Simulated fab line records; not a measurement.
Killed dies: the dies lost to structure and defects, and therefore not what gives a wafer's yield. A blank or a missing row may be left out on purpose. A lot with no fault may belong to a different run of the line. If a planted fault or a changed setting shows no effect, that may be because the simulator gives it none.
Chamber matching | flow n5-finfet | 4 sister chambers for N5_BEOL_M6_CMP_52 on cmp-01
The step polishes, stops on SiCOH lowk, t overpolish 6.9 s, target thk 80 nm. 16 wafers are shown with their chamber, then 8 later ones without.

== EACH WAFER AND ITS CHAMBER ==
wafer  | chamber | motor-current-A (A) | time-to-endpoint-s (s) | barrier-field-endpoint-s (s)
L076.1 | 2       | 4.9                 | 60                     | 26.8
L076.4 | 1       | 6.5                 | 60                     | 27.4
L076.6 | 1       | 6.3                 | 61                     | 27.9
L079.1 | 2       | 4.6                 | 55                     | 26.7
L079.4 | 1       | 6.3                 | 57                     | 27.2
L079.6 | 1       | 6.9                 | 57                     | 27.3
L083.1 | 0       | 6.3                 | 61                     | 29.2
L083.4 | 3       | 5.1                 | 64                     | 29.8
L083.6 | 3       | 5.4                 | 63                     | 28.9
L086.2 | 2       | 4.8                 | 56                     | 27.9
L086.3 | 3       | 5.1                 | 64                     | 29.7
L086.4 | 1       | 6.7                 | 60                     | 29.0
L090.1 | 2       | 4.7                 | 60                     | 28.5
L090.3 | 0       | 6.2                 | 63                     | 30.0
L090.6 | 2       | 4.8                 | 59                     | 28.8
L093.1 | 1       | 6.6                 | 61                     | 28.5

SIGNATURES (means of the wafers above)
reading                  | chamber 0 | chamber 1 | chamber 2 | chamber 3 | scatter within a chamber
motor-current-A          | 6.250     | 6.550     | 4.760     | 5.200     | 0.181
time-to-endpoint-s       | 62.00     | 59.33     | 58.00     | 63.67     | 1.87
barrier-field-endpoint-s | 29.600    | 27.883    | 27.740    | 29.467    | 0.773
Rule: a wafer's distance from a chamber is the root of the sum, over the readings, of the square of ((its reading less the chamber's mean) divided by the reading's scatter). If the next closest chamber is less than 2 further off than the closest, the wafer can't be placed; otherwise it belongs to the closest. The scatter: the root of (the sum of the squares of (reading less its chamber's mean) over the shown wafers, divided by (wafers less chambers)).

== WAFERS WHOSE CHAMBER IS MISSING ==
wafer  | motor-current-A (A) | time-to-endpoint-s (s) | barrier-field-endpoint-s (s)
L093.3 | 4.7                 | 59                     | 27.4
L093.4 | 6.4                 | 66                     | 29.6
L092.1 | 5.2                 | 63                     | 28.6
L092.2 | 4.9                 | 56                     | 27.7
L092.3 | 6.1                 | 64                     | 30.1
L091.1 | 4.8                 | 56                     | 27.9
L091.2 | 6.2                 | 63                     | 29.3
L091.4 | 5.0                 | 64                     | 29.2

== WHICH CHAMBER EACH WENT THROUGH ==
wafer  | from the rows above     | in truth
L093.3 | 2                       | 2
L093.4 | can't be placed: 0 or 1 | 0
L092.1 | 3                       | 3
L092.2 | 2                       | 2
L092.3 | 0                       | 0
L091.1 | 2                       | 2
L091.2 | 0                       | 0
L091.4 | 3                       | 3
Correct placement for 7 of the 8. From these rows, 1 cannot be placed; in 1 the true chamber is one of the candidates. Number placed wrongly: 0.
